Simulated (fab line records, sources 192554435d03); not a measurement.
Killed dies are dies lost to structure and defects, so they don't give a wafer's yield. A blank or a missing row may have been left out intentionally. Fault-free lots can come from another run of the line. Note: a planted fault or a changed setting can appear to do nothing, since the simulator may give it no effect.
One fault through the eyes of 3 desks    flow n5 finfet    each desk has only its own numbers; what lay behind them comes last

AT THE TOOL OWNER'S DESK: arfi scanner-03
The tool's own readings at N5_BEOL_M10_EXPOSE_25 (exposes mask V9): means of the sampled wafers that have a number, for each lot that ran on this tool. A lot is out of limits, marked OUT, if its mean lies more than 4 standard deviations from the usual mean; the brackets give that distance.
Columns: A = exposure dose mJ cm2 at N5_BEOL_M10_EXPOSE_25, usual 86.1; B = focus offset nm at N5_BEOL_M10_EXPOSE_25, usual -0.1 nm
lot   first seen here  A                B
L414  day 10 03:33     85.5             -0.2
L415  day 10 11:50     85.5             0.2
L418  day 11 00:13     85.4             -0.0
L423  day 12 10:19     95.6 (+12) OUT   -0.4
L426  day 13 01:07     93.6 (+9.8) OUT  0.8
This desk's finding: out of limits on L423, L426; first on L423, day 12 10:19 (exposure dose mJ cm2 at N5_BEOL_M10_EXPOSE_25). In limits: L414, L415, L418.

THE DEFECT DESK
Lot by lot, what the route's inspections counted, given as the mean of those sampled wafers with a number. A lot is out of limits, marked OUT, if its mean lies more than 4 standard deviations from the usual mean; the brackets give that distance.
Columns: A = raw defect count at N5_BEOL_M10_INSPECT_13, usual 427
lot   first seen here  A
L414  day 10 02:17     378
L415  day 10 10:10     353
L418  day 10 23:34     378
L423  day 12 06:41     506
L426  day 12 23:44     484
L431  day 14 03:05     387
L435  day 15 07:02     516
L434  day 15 08:31     409
L436  day 15 10:13     347
Finding of this desk: none of the 9 lots has anything out of limits.

AT THE METROLOGY DESK
What the gauges read for every lot (on any tool): the sampled wafers with a number, averaged. A lot is out of limits, marked OUT, if its mean lies more than 4 standard deviations from the usual mean; the brackets give that distance. Of its 11 readings 7 are shown: the one that was out of limits first, and those that lie furthest out on some lot.
Columns: A = DIBL_N at N5_BEOL_M4_RC_MEAS_101, usual 36.2 mV/V; B = IOFF_N at N5_BEOL_M4_RC_MEAS_101, usual 0.16 nA/um; C = IOFF_P at N5_BEOL_M4_RC_MEAS_101, usual 0.21 nA/um; D = ION_P at N5_BEOL_M4_RC_MEAS_101, usual 460 uA/um; E = SS_N at N5_BEOL_M4_RC_MEAS_101, usual 71.4 mV/dec; F = VT_P at N5_BEOL_M4_RC_MEAS_101, usual -252 mV; G = cd nm at N5_BEOL_M10_CD_MEAS_28, usual 69.6 nm
lot   first seen here  A     B     C     D    E     F     G
L414  day 8 01:22      35.7  0.15  0.21  466  71.7  -248  68.5
L415  day 8 10:26      38.4  0.20  0.27  465  71.9  -245  71.1
L418  day 9 02:31      35.9  0.15  0.19  462  71.1  -250  70.2
L423  day 10 10:41     36.9  0.17  0.22  464  71.4  -253  80.3 (+11) OUT
L426  day 11 05:08     35.6  0.15  0.19  454  71.3  -253  76.9 (+7.3) OUT
L431  day 12 03:40     35.6  0.15  0.17  456  71.4  -255  69.8
L434  day 13 02:18     37.2  0.18  0.24  471  71.4  -247  68.9
L435  day 13 07:38     37.3  0.18  0.23  467  71.6  -249  68.6
L436  day 13 08:45     36.6  0.15  0.21  465  70.7  -250  68.3
This desk's finding: out of limits on L423, L426; first on L423, day 12 10:26 (cd nm at N5_BEOL_M10_CD_MEAS_28). In limits: L414, L415, L418, L431, L434, L435, L436.

BROUGHT TOGETHER
An alarm could have come from the tool owner's desk at day 12 10:19, on L423, L426.
Metrology desk: alarm possible at day 12 10:26 on L423, L426.
No out-of-limits result turned up at the defect desk.
The defect desk has L423, L426 on record, within its limits.
N5_BEOL_M10_EXPOSE_25 was run on arfi scanner-03 by each of the lots named.

WHAT THE SIMULATOR PUT IN
Process parameter drift: arfi scanner-03, from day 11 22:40 on, at N5_BEOL_M10_EXPOSE_25. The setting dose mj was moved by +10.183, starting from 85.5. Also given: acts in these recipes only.
Struck lots among those shown: L423, L426.
Delay (hours) between the fault's onset and each desk's first out-of-limits reading: 12 at the tool owner's desk, 12 at the metrology desk.
